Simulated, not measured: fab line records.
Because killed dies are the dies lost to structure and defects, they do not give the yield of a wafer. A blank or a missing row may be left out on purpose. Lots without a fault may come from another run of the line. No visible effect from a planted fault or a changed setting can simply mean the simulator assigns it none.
Matching of chambers || flow nandHarc || NHARC_P_M1_DESCUM_14 on rieDiel-06 has 4 sister chambers
The step chemistry O2, time 3 s. 24 wafers are shown with their chamber, then 12 later ones without.

== WAFERS WITH THEIR CHAMBER ==
{"wafer": "L077.1", "chamber": 3, "showerheadPlenumPTorr (Torr)": 1.82, "drypumpMotorCurrentA (A)": 5.2, "rfVppV (V)": 57.3}
{"wafer": "L077.2", "chamber": 1, "showerheadPlenumPTorr (Torr)": 1.91, "drypumpMotorCurrentA (A)": 5.8, "rfVppV (V)": 58.4}
{"wafer": "L077.3", "chamber": 0, "showerheadPlenumPTorr (Torr)": 2.02, "drypumpMotorCurrentA (A)": 5.3, "rfVppV (V)": 58.6}
{"wafer": "L078.2", "chamber": 2, "showerheadPlenumPTorr (Torr)": 1.86, "drypumpMotorCurrentA (A)": 6.0, "rfVppV (V)": 57.5}
{"wafer": "L078.4", "chamber": 1, "showerheadPlenumPTorr (Torr)": 1.91, "drypumpMotorCurrentA (A)": 5.8, "rfVppV (V)": 59.1}
{"wafer": "L078.6", "chamber": 0, "showerheadPlenumPTorr (Torr)": 2.02, "drypumpMotorCurrentA (A)": 5.3, "rfVppV (V)": 57.8}
{"wafer": "L081.2", "chamber": 0, "showerheadPlenumPTorr (Torr)": 2.01, "drypumpMotorCurrentA (A)": 5.4, "rfVppV (V)": 58.1}
{"wafer": "L081.4", "chamber": 3, "showerheadPlenumPTorr (Torr)": 1.82, "drypumpMotorCurrentA (A)": 5.2, "rfVppV (V)": 56.5}
{"wafer": "L081.5", "chamber": 2, "showerheadPlenumPTorr (Torr)": 1.86, "drypumpMotorCurrentA (A)": 6.0, "rfVppV (V)": 57.9}
{"wafer": "L083.1", "chamber": 1, "showerheadPlenumPTorr (Torr)": 1.91, "drypumpMotorCurrentA (A)": 5.8, "rfVppV (V)": 56.8}
{"wafer": "L083.3", "chamber": 3, "showerheadPlenumPTorr (Torr)": 1.82, "drypumpMotorCurrentA (A)": 5.2, "rfVppV (V)": 58.1}
{"wafer": "L083.4", "chamber": 2, "showerheadPlenumPTorr (Torr)": 1.86, "drypumpMotorCurrentA (A)": 6.0, "rfVppV (V)": 58.6}
{"wafer": "L085.1", "chamber": 3, "showerheadPlenumPTorr (Torr)": 1.82, "drypumpMotorCurrentA (A)": 5.2, "rfVppV (V)": 57.2}
{"wafer": "L085.5", "chamber": 0, "showerheadPlenumPTorr (Torr)": 2.01, "drypumpMotorCurrentA (A)": 5.3, "rfVppV (V)": 58.5}
{"wafer": "L085.6", "chamber": 3, "showerheadPlenumPTorr (Torr)": 1.82, "drypumpMotorCurrentA (A)": 5.2, "rfVppV (V)": 57.0}
{"wafer": "L086.1", "chamber": 3, "showerheadPlenumPTorr (Torr)": 1.82, "drypumpMotorCurrentA (A)": 5.3, "rfVppV (V)": 57.8}
{"wafer": "L086.5", "chamber": 2, "showerheadPlenumPTorr (Torr)": 1.86, "drypumpMotorCurrentA (A)": 6.0, "rfVppV (V)": 56.3}
{"wafer": "L086.6", "chamber": 3, "showerheadPlenumPTorr (Torr)": 1.82, "drypumpMotorCurrentA (A)": 5.2, "rfVppV (V)": 57.5}
{"wafer": "L088.4", "chamber": 1, "showerheadPlenumPTorr (Torr)": 1.91, "drypumpMotorCurrentA (A)": 5.8, "rfVppV (V)": 56.8}
{"wafer": "L088.5", "chamber": 2, "showerheadPlenumPTorr (Torr)": 1.86, "drypumpMotorCurrentA (A)": 6.0, "rfVppV (V)": 58.1}
{"wafer": "L088.6", "chamber": 1, "showerheadPlenumPTorr (Torr)": 1.91, "drypumpMotorCurrentA (A)": 5.8, "rfVppV (V)": 58.8}
{"wafer": "L089.3", "chamber": 2, "showerheadPlenumPTorr (Torr)": 1.86, "drypumpMotorCurrentA (A)": 6.0, "rfVppV (V)": 57.2}
{"wafer": "L089.5", "chamber": 0, "showerheadPlenumPTorr (Torr)": 2.01, "drypumpMotorCurrentA (A)": 5.4, "rfVppV (V)": 58.8}
{"wafer": "L089.6", "chamber": 3, "showerheadPlenumPTorr (Torr)": 1.81, "drypumpMotorCurrentA (A)": 5.3, "rfVppV (V)": 56.7}

SIGNATURES, as means of the wafers listed above
{"reading": "showerheadPlenumPTorr", "chamber 0": 2.0140, "chamber 1": 1.9100, "chamber 2": 1.8600, "chamber 3": 1.8188, "scatter within a chamber": 0.00322}
{"reading": "drypumpMotorCurrentA", "chamber 0": 5.340, "chamber 1": 5.800, "chamber 2": 6.000, "chamber 3": 5.225, "scatter within a chamber": 0.0367}
{"reading": "rfVppV", "chamber 0": 58.360, "chamber 1": 57.980, "chamber 2": 57.600, "chamber 3": 57.263, "scatter within a chamber": 0.733}
Rule: for a wafer and a chamber, the distance is found by dividing, reading by reading, the gap between the wafer's reading and the chamber's mean by the reading's scatter, squaring, summing and taking the root. The wafer belongs to the nearest chamber; if the next one is less than 2 further off, it can't be placed. The scatter is the square root of a quotient: the sum, over the shown wafers, of each reading's squared deviation from its chamber's mean, divided by wafers minus chambers.

== WAFERS WITHOUT THEIR CHAMBER ==
{"wafer": "L090.2", "showerheadPlenumPTorr (Torr)": 1.91, "drypumpMotorCurrentA (A)": 5.8, "rfVppV (V)": 58.3}
{"wafer": "L090.3", "showerheadPlenumPTorr (Torr)": 1.81, "drypumpMotorCurrentA (A)": 5.2, "rfVppV (V)": 57.1}
{"wafer": "L090.4", "showerheadPlenumPTorr (Torr)": 2.01, "drypumpMotorCurrentA (A)": 5.3, "rfVppV (V)": 58.6}
{"wafer": "L091.3", "showerheadPlenumPTorr (Torr)": 1.91, "drypumpMotorCurrentA (A)": 5.8, "rfVppV (V)": 57.2}
{"wafer": "L091.5", "showerheadPlenumPTorr (Torr)": 1.91, "drypumpMotorCurrentA (A)": 5.8, "rfVppV (V)": 56.7}
{"wafer": "L091.6", "showerheadPlenumPTorr (Torr)": 1.86, "drypumpMotorCurrentA (A)": 6.0, "rfVppV (V)": 59.0}
{"wafer": "L093.1", "showerheadPlenumPTorr (Torr)": 1.91, "drypumpMotorCurrentA (A)": 5.8, "rfVppV (V)": 57.2}
{"wafer": "L093.3", "showerheadPlenumPTorr (Torr)": 1.81, "drypumpMotorCurrentA (A)": 5.2, "rfVppV (V)": 55.9}
{"wafer": "L093.6", "showerheadPlenumPTorr (Torr)": 2.01, "drypumpMotorCurrentA (A)": 5.3, "rfVppV (V)": 58.4}
{"wafer": "L096.1", "showerheadPlenumPTorr (Torr)": 1.86, "drypumpMotorCurrentA (A)": 6.0, "rfVppV (V)": 57.7}
{"wafer": "L096.2", "showerheadPlenumPTorr (Torr)": 1.81, "drypumpMotorCurrentA (A)": 5.2, "rfVppV (V)": 56.1}
{"wafer": "L096.3", "showerheadPlenumPTorr (Torr)": 2.01, "drypumpMotorCurrentA (A)": 5.3, "rfVppV (V)": 57.4}

== WHICH CHAMBER EACH WENT THROUGH ==
{"wafer": "L090.2", "from the rows above": 1, "in truth": 1}
{"wafer": "L090.3", "from the rows above": 3, "in truth": 3}
{"wafer": "L090.4", "from the rows above": 0, "in truth": 0}
{"wafer": "L091.3", "from the rows above": 1, "in truth": 1}
{"wafer": "L091.5", "from the rows above": 1, "in truth": 1}
{"wafer": "L091.6", "from the rows above": 2, "in truth": 2}
{"wafer": "L093.1", "from the rows above": 1, "in truth": 1}
{"wafer": "L093.3", "from the rows above": 3, "in truth": 3}
{"wafer": "L093.6", "from the rows above": 0, "in truth": 0}
{"wafer": "L096.1", "from the rows above": 2, "in truth": 2}
{"wafer": "L096.2", "from the rows above": 3, "in truth": 3}
{"wafer": "L096.3", "from the rows above": 0, "in truth": 0}
Correct placement for 12 of the 12. Number that these rows cannot place: 0. Placed wrongly: 0.
